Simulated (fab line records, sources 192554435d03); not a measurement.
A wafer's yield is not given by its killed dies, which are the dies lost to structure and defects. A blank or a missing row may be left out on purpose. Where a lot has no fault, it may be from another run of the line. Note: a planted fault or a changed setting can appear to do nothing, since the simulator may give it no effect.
fab line records -- flow n5-finfet
[record] lots = 9, wafers = 27, last-day = 16
route steps=1938 shown MOL_CONTACT_COAG@577 BEOL_M4@1111
lots with no fault: from the same line, run without faults
start-h: the number of hours between the record's first day and the start of the first shown wafer of the lot -- wait-h: hours from the lot's prior step to this one -- " unchanged from the row above -- L1.1+2: a single row standing in for several wafers -- - no value, or no start given -- * or withheld: withheld -- < > ~ a bound
route shown NAME@n: names a module that has steps shown in the file, with the first one's number in the route -- usual: mean and standard deviation over wafers with no fault -- same: alike in all rows -- chamber/n: place in a boat -- sites: readings site by site -- _std_site: standard deviation across them -- _edge_site: the outer-site mean with the inner-site mean subtracted -- radius-mm: for every site, how far away it sits from the centre of the wafer -- mask NAME#n: copy n -- behind: the tool/chamber that last shaped the wafer -- hold: what put the lot on hold/how long, in hours/how the hold closed -- device: the n, p or np transistor that did not switch -- end of line: at the end of the route, the tests of the same wafers -- for a step that has no rows: nothing shown but its recipe -- killed: dies lost to structure and defects at the first sort, not the wafer's yield -- map: a wafer's dies, marking killed ones x, the rest . and places with no die _
set.NAME: the setting as run; set.NAME@STEP: as run at that earlier step -- model.NAME: the simulator's own value behind a step, which no gauge read
a sample of lots followed through the steps of the route, with each step as a table and each wafer as a row
services: the hour from which a tool's chamber was out of use, counted from the record's first day as start-h (under 0 if before that day), plus the number of hours and why
[[steps]]
[step N5_MOL_CONTACT_COAG_ETCH_89]
[recipe] chemistry = N2/H2, target = underlayer, target-depth-a = 130, mask-material = CAR-EUV, time-s = 10.4, ion-energy-ev = 200, pressure-mtorr = 30, source-w = 840, bias-w = 150, n2-flow-sccm = 200, h2-flow-sccm = 200, ends = cleared
[usual] drypump-motor-current-A = 6.0/0.49, etch-rf-on-time-s = 10.47/0.14, oes-product-au = 0.66/0.062, rf-vpp-V = 523.9/2.4, showerhead-plenum-p-Torr = 2.55/0.082, throttle-valve-pct = 17.79/0.24
lot.wafer,tool,chamber,start-h,wait-h,drypump-motor-current-A,etch-rf-on-time-s,oes-product-au,rf-hours-counter-h,rf-vpp-V,showerhead-plenum-p-Torr,throttle-valve-pct
L308.3,rie-diel-05,2,94.56,0.0,6.6,10.49,0.69,111,524.7,2.56,17.72
L308.4,rie-diel-05,0,94.56,0.0,5.6,10.69,0.74,52,522.7,2.47,17.48
L308.5,rie-diel-05,1,94.56,0.0,6.3,10.50,0.60,-,526.7,2.62,17.82
L309.2,rie-diel-05,2,112.88,0.0,6.6,10.39,0.68,119,523.8,2.56,17.73
L309.3,rie-diel-05,0,112.88,0.0,5.6,10.57,0.73,60,521.8,2.47,17.50
L309.5,rie-diel-05,1,112.88,0.0,6.3,10.48,0.59,-,526.8,2.62,17.84
L310.2,rie-diel-05,3,113.60,0.0,5.6,10.46,0.68,100,528.3,2.67,17.78
L310.4,rie-diel-05,0,113.60,0.0,5.6,10.64,0.72,60,523.5,2.47,17.49
L310.6,rie-diel-05,1,113.60,0.0,6.3,10.56,0.59,-,525.5,2.62,17.83
L314.1,rie-diel-01,3,140.64,0.0,5.1,10.31,0.62,212,521.0,2.41,17.80
L314.2,rie-diel-01,1,140.64,0.0,6.6,10.33,0.76,50,525.2,2.58,18.22
L314.5,rie-diel-01,1,140.64,0.0,6.6,10.33,0.75,-,526.8,2.58,18.22
L318.2,rie-diel-04,0,158.74,0.0,6.6,10.58,0.60,220,520.5,2.41,17.69
L318.3,rie-diel-04,2,158.74,0.0,5.8,10.28,0.58,243,524.6,2.61,17.69
L318.6,rie-diel-04,2,158.74,0.0,5.7,10.34,0.58,-,525.7,2.61,17.69
L320.4,rie-diel-01,2,171.60,0.0,6.6,10.54,0.61,202,523.5,2.51,17.83
L320.5,rie-diel-01,0,171.60,0.0,5.5,10.47,0.75,-,524.9,2.58,18.10
L320.6,rie-diel-01,3,171.60,0.0,5.1,10.47,0.61,-,519.4,2.41,17.85
L323.1,rie-diel-05,1,193.96,0.0,6.3,10.39,0.84,1,525.4,2.61,17.43
L323.2,rie-diel-05,2,193.96,0.0,6.6,10.60,0.66,154,523.6,2.54,17.80
L323.4,rie-diel-05,3,193.96,0.0,5.6,10.54,0.65,135,525.7,2.66,17.85
L325.1,rie-diel-04,0,205.88,0.0,6.6,10.70,0.58,242,518.8,2.40,17.73
L325.3,rie-diel-04,3,205.88,0.0,5.7,10.38,0.61,204,524.8,2.62,17.60
L325.6,rie-diel-04,0,205.88,0.0,6.6,10.61,0.58,-,519.1,2.40,17.72
L327.2,rie-diel-04,3,213.03,0.0,5.7,10.45,0.62,207,525.3,2.62,17.63
L327.4,rie-diel-04,0,213.03,0.0,6.6,10.68,0.58,-,519.3,2.40,17.72
L327.6,rie-diel-04,1,213.03,0.0,5.8,10.27,0.66,-,522.4,2.54,18.19
[step N5_MOL_CONTACT_COAG_COAT_64]
[recipe] resist = underlayer, temp-c = 205, time-s = 60, spin-rpm = 1500, resist-thk-nm = 10
[usual] chill-plate-temp-C = 22.99/0.11, heater-power-total-W = 391.9/1.3, plate-temp-C = 204.97/0.17
lot.wafer,tool,chamber,start-h,wait-h,chill-plate-temp-C,heater-power-total-W,plate-temp-C
L308.3,litho-track-04,0,95.51,-,23.21,391.1,204.86
L308.4,litho-track-04,0,95.51,-,23.18,390.6,204.86
L308.5,litho-track-04,0,95.51,-,22.94,392.5,205.03
L309.2,litho-track-03,0,113.78,-,23.03,391.0,204.66
L309.3,litho-track-03,0,113.78,-,23.05,393.4,204.87
L309.5,litho-track-03,0,113.78,-,22.98,390.0,204.82
L310.2,litho-track-04,0,114.65,-,22.96,389.5,205.30
L310.4,litho-track-04,0,114.65,-,22.90,392.4,205.09
L310.6,litho-track-04,0,114.65,-,22.96,394.1,204.91
L314.1,litho-track-02,0,141.47,-,23.02,392.1,204.96
L314.2,litho-track-02,0,141.47,-,22.87,391.9,205.10
L314.5,litho-track-02,0,141.47,-,22.90,390.3,205.15
L318.2,litho-track-04,0,159.65,-,23.01,435.7,222.50
L318.3,litho-track-04,0,159.65,-,23.08,437.0,222.51
L318.6,litho-track-04,0,159.65,-,23.15,432.1,222.57
L320.4,litho-track-04,0,172.70,-,23.03,436.3,222.20
L320.5,litho-track-04,0,172.70,-,22.97,436.8,222.25
L320.6,litho-track-04,0,172.70,-,22.87,436.1,222.19
L323.1,litho-track-03,0,194.97,-,22.85,391.0,204.86
L323.2,litho-track-03,0,194.97,-,22.93,390.0,205.18
L323.4,litho-track-03,0,194.97,-,22.95,390.1,204.94
L325.1,litho-track-02,0,207.23,-,23.03,391.1,204.60
L325.3,litho-track-02,0,207.23,-,23.06,394.0,204.74
L325.6,litho-track-02,0,207.23,-,23.10,389.7,204.84
L327.2,litho-track-02,0,213.85,-,23.08,392.2,205.01
L327.4,litho-track-02,0,213.85,-,23.03,391.7,204.93
L327.6,litho-track-02,0,213.85,-,23.07,391.9,204.99
[step N5_MOL_CONTACT_COAG_CD_MEAS_40]
[recipe] target-cd-nm = 25.1, landing-energy-ev = 500, detector = se-inlens, polarity = opening
[usual] cd-nm = 25.08/0.25
lot.wafer,tool,chamber,start-h,wait-h,cd-nm
L308.3,cd-sem-01,0,95.79,-,25.63
L308.4,cd-sem-01,0,95.79,-,24.96
L308.5,cd-sem-01,0,95.79,-,24.95
L309.2,cd-sem-03,0,115.06,-,25.04
L309.3,cd-sem-03,0,115.06,-,25.35
L309.5,cd-sem-03,0,115.06,-,25.00
L310.2,cd-sem-03,0,115.11,-,24.91
L310.4,cd-sem-03,0,115.11,-,24.93
L310.6,cd-sem-03,0,115.11,-,25.39
L314.1,cd-sem-02,0,141.87,-,25.25
L314.2,cd-sem-02,0,141.87,-,25.26
L314.5,cd-sem-02,0,141.87,-,25.12
L318.2,cd-sem-02,0,160.06,-,24.76
L318.3,cd-sem-02,0,160.06,-,24.93
L318.6,cd-sem-02,0,160.06,-,25.02
L320.4,cd-sem-03,0,172.98,-,25.10
L320.5,cd-sem-03,0,172.98,-,24.80
L320.6,cd-sem-03,0,172.98,-,24.78
L323.1,cd-sem-03,0,195.37,-,25.60
L323.2,cd-sem-03,0,195.37,-,25.08
L323.4,cd-sem-03,0,195.37,-,25.21
L325.1,cd-sem-03,0,207.51,-,25.64
L325.3,cd-sem-03,0,207.51,-,25.48
L325.6,cd-sem-03,0,207.51,-,25.29
L327.2,cd-sem-03,0,214.13,-,24.81
L327.4,cd-sem-03,0,214.13,-,24.97
L327.6,cd-sem-03,0,214.13,-,25.61
[step N5_MOL_CONTACT_COAG_ETCH_65]
[recipe] chemistry = N2/H2, target = underlayer, target-depth-a = 130, mask-material = CAR-EUV, time-s = 10.4, ion-energy-ev = 200, pressure-mtorr = 30, source-w = 840, bias-w = 150, n2-flow-sccm = 200, h2-flow-sccm = 200, ends = cleared
[usual] drypump-motor-current-A = 6.0/0.5, etch-rf-on-time-s = 10.47/0.12, oes-product-au = 0.66/0.062, rf-vpp-V = 524.0/2.4, showerhead-plenum-p-Torr = 2.55/0.084, throttle-valve-pct = 17.80/0.23
lot.wafer,tool,chamber,start-h,wait-h,drypump-motor-current-A,etch-rf-on-time-s,oes-product-au,rf-hours-counter-h,rf-vpp-V,showerhead-plenum-p-Torr,throttle-valve-pct
L308.3,rie-diel-04,0,96.28,0.0,6.6,10.49,0.61,194,519.4,2.42,17.63
L308.4,rie-diel-04,2,96.28,0.0,5.7,10.51,0.58,217,524.7,2.62,17.65
L308.5,rie-diel-04,2,96.28,0.0,5.7,10.45,0.59,-,526.8,2.62,17.64
L309.2,rie-diel-04,0,116.52,0.0,6.6,10.49,0.61,203,520.0,2.42,17.66
L309.3,rie-diel-04,1,116.52,0.0,5.7,10.24,0.69,105,526.2,2.56,18.10
L309.5,rie-diel-04,3,116.52,0.0,5.7,10.45,0.63,-,527.9,2.64,17.55
L310.2,rie-diel-01,3,116.61,0.0,5.1,10.35,0.62,201,520.1,2.42,17.81
L310.4,rie-diel-01,2,116.61,0.0,6.6,10.33,0.62,181,523.4,2.52,17.78
L310.6,rie-diel-01,0,116.61,0.0,5.5,10.32,0.78,-,526.8,2.59,18.04
L314.1,rie-diel-01,3,142.03,0.0,5.1,10.47,0.62,213,520.3,2.41,17.83
L314.2,rie-diel-01,0,142.03,0.0,5.5,10.40,0.76,45,524.5,2.59,18.06
L314.5,rie-diel-01,0,142.03,0.0,5.5,10.47,0.76,-,526.1,2.59,18.06
L318.2,rie-diel-01,1,160.21,0.0,6.6,10.46,0.75,57,524.7,2.58,18.24
L318.3,rie-diel-01,3,160.21,0.0,5.1,10.48,0.61,219,520.7,2.41,17.82
L318.6,rie-diel-01,2,160.21,0.0,6.6,10.48,0.60,-,522.6,2.52,17.81
L320.4,rie-diel-05,2,173.49,0.0,6.6,10.31,0.66,-,524.3,2.55,17.78
L320.5,rie-diel-05,2,173.49,0.0,6.6,10.47,0.67,-,523.4,2.55,17.79
L320.6,rie-diel-05,3,173.49,0.0,5.6,10.45,0.67,-,525.0,2.66,17.82
L323.1,rie-diel-05,0,196.18,0.0,5.6,10.67,0.69,93,521.6,2.45,17.55
L323.2,rie-diel-05,1,196.18,0.0,6.3,10.39,0.82,2,527.1,2.61,17.44
L323.4,rie-diel-05,2,196.18,0.0,6.6,10.58,0.65,156,522.6,2.54,17.81
L325.1,rie-diel-04,2,207.67,0.0,5.8,10.42,0.78,7,525.6,2.61,17.35
L325.3,rie-diel-04,0,207.67,0.0,6.6,10.66,0.59,243,520.0,2.40,17.73
L325.6,rie-diel-04,1,207.67,0.0,5.7,10.29,0.66,-,524.0,2.54,18.17
L327.2,rie-diel-04,3,214.29,0.0,5.6,10.47,0.60,208,526.3,2.62,17.61
L327.4,rie-diel-04,3,214.29,0.0,5.6,10.51,0.61,-,526.1,2.62,17.61
L327.6,rie-diel-04,0,214.29,0.0,6.6,10.58,0.58,-,519.9,2.40,17.73
[step N5_BEOL_M4_RC_MEAS_101]
[usual] DIBL_N = 36.3/1.2, DIBL_P = 36.1/1.6, IOFF_N = 0.161/0.023, IOFF_P = 0.209/0.027, ION_N = 676/8.9, ION_P = 462/5.3, SS_N = 71.5/0.51, SS_P = 73.2/0.5, VT_N = 249.1/2.5, VT_P = -249.9/2.8
lot.wafer,tool,chamber,start-h,wait-h,DIBL_N[mV/V],DIBL_P[mV/V],IOFF_N[nA/um],IOFF_P[nA/um],ION_N[uA/um],ION_P[uA/um],SS_N[mV/dec],SS_P[mV/dec],VT_N[mV],VT_P[mV]
L308.3,prober-02,0,156.33,0.3,36.5,36.8,0.164,0.203,671,460,71.8,72.7,246.1,-251.8
L308.4,prober-02,0,156.33,0.3,35.7,35.0,0.142,0.183,672,457,70.8,73.3,247.2,-253.2
L308.5,prober-02,0,156.33,0.3,34.8,33.1,0.129,0.157,667,451,71.7,73.5,250.9,-255.5
L309.2,prober-01,0,176.29,0.2,36.1,35.6,0.155,0.203,683,462,71.5,72.9,248.2,-249.9
L309.3,prober-01,0,176.29,0.2,35.8,36.2,0.145,0.211,671,461,70.9,72.7,248.5,-250.4
L309.5,prober-01,0,176.29,0.2,37.7,38.1,0.185,0.249,689,471,71.6,73.9,246.0,-247.5
L310.2,prober-01,0,180.05,0.2,36.8,35.5,0.161,0.221,675,463,71.3,73.0,250.1,-248.8
L310.4,prober-01,0,180.05,0.2,37.7,35.8,0.174,0.220,674,466,71.2,73.1,250.3,-249.0
L310.6,prober-01,0,180.05,0.2,36.8,34.7,0.162,0.213,664,460,71.5,73.5,248.5,-247.3
L314.1,prober-02,0,204.65,0.0,36.5,35.8,0.158,0.203,669,459,71.6,73.5,249.0,-249.5
L314.2,prober-02,0,204.65,0.0,37.4,37.8,0.188,0.239,675,459,71.5,73.4,248.5,-247.8
L314.5,prober-02,0,204.65,0.0,37.1,37.4,0.198,0.240,683,466,71.6,74.4,248.4,-247.9
L318.2,prober-01,0,226.46,0.2,36.6,36.6,0.164,0.206,684,463,71.7,72.9,246.6,-249.0
L318.3,prober-01,0,226.46,0.2,36.6,37.1,0.165,0.209,687,465,71.4,73.7,249.3,-247.0
L318.6,prober-01,0,226.46,0.2,36.2,36.4,0.150,0.196,673,457,70.7,73.0,248.3,-250.7
L320.4,prober-02,0,246.78,0.5,36.9,36.3,0.165,0.255,678,471,71.0,72.7,247.4,-244.3
L320.5,prober-02,0,246.78,0.5,35.8,35.2,0.153,0.231,678,470,71.1,72.7,244.7,-244.4
L320.6,prober-02,0,246.78,0.5,36.5,35.7,0.152,0.236,671,467,71.5,73.2,248.8,-244.2
L323.1,prober-02,0,249.03,0.0,35.0,35.2,0.151,0.197,676,467,71.9,72.5,247.9,-250.9
L323.2,prober-02,0,249.03,0.0,35.7,35.9,0.160,0.204,672,462,71.9,73.4,250.1,-250.7
L323.4,prober-02,0,249.03,0.0,34.0,33.4,0.135,0.174,665,457,71.0,72.6,251.5,-253.3
L325.1,prober-02,0,268.69,0.0,37.3,39.7,0.196,0.241,692,468,71.8,73.2,245.1,-249.5
L325.3,prober-02,0,268.69,0.0,37.7,39.0,0.200,0.229,687,466,72.1,74.0,247.1,-250.1
L325.6,prober-02,0,268.69,0.0,35.5,36.3,0.151,0.188,678,464,71.4,73.0,249.1,-253.0
L327.2,prober-01,0,278.76,0.2,36.1,35.0,0.166,0.211,678,459,71.1,72.2,248.8,-248.8
L327.4,prober-01,0,278.76,0.2,35.7,34.4,0.149,0.200,675,460,71.5,72.8,249.9,-248.3
L327.6,prober-01,0,278.76,0.2,36.0,35.0,0.155,0.201,680,468,71.2,72.9,250.0,-248.5
[[services]]
tool,chamber,start-h,hours,kind
rie-diel-01,-,88.48,28.1,pm
rie-diel-04,-,101.30,0.5,repair
rie-diel-05,2,119.71,1.5,repair
rie-diel-04,1,160.26,9.4,repair
rie-diel-05,1,168.24,-,clean
rie-diel-05,1,168.24,-,consumable-replace:esc
rie-diel-05,1,168.24,-,consumable-replace:focus-ring
rie-diel-05,1,168.24,23.1,scheduled-down
rie-diel-05,1,168.24,23.1,vent-cycle
rie-diel-04,2,175.20,-,clean
rie-diel-04,2,175.20,-,consumable-replace:focus-ring
rie-diel-04,2,175.20,17.6,scheduled-down
rie-diel-04,2,175.20,17.6,vent-cycle
rie-diel-01,-,182.64,29.3,repair
rie-diel-04,2,210.03,5.3,repair
[[key]]
[first-sign] step = N5_MOL_CONTACT_COAG_COAT_64, reading = plate-temp-C, direction = up, sigmas = 99+, usual = *, struck = *
[effect] step = N5_MOL_CONTACT_COAG_COAT_64, reading = heater-power-total-W, direction = up, sigmas = 33, usual = *, struck = *
met-at N5_MOL_CONTACT_COAG_COAT_64
struck-lots L318,L320
not-acting-at N5_MOL_CONTACT_COAG_ETCH_89,N5_MOL_CONTACT_COAG_CD_MEAS_40,N5_MOL_CONTACT_COAG_ETCH_65
onset-between 114.65 159.65
[fault] kind = process-parameter-drift, tool = litho-track-04, chamber = -, onset-h = 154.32, steps = N5_MOL_CONTACT_COAG_COAT_64, channel = temp-c, offset = *, shape = step, end-h = 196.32, acts-in = *, stated = *
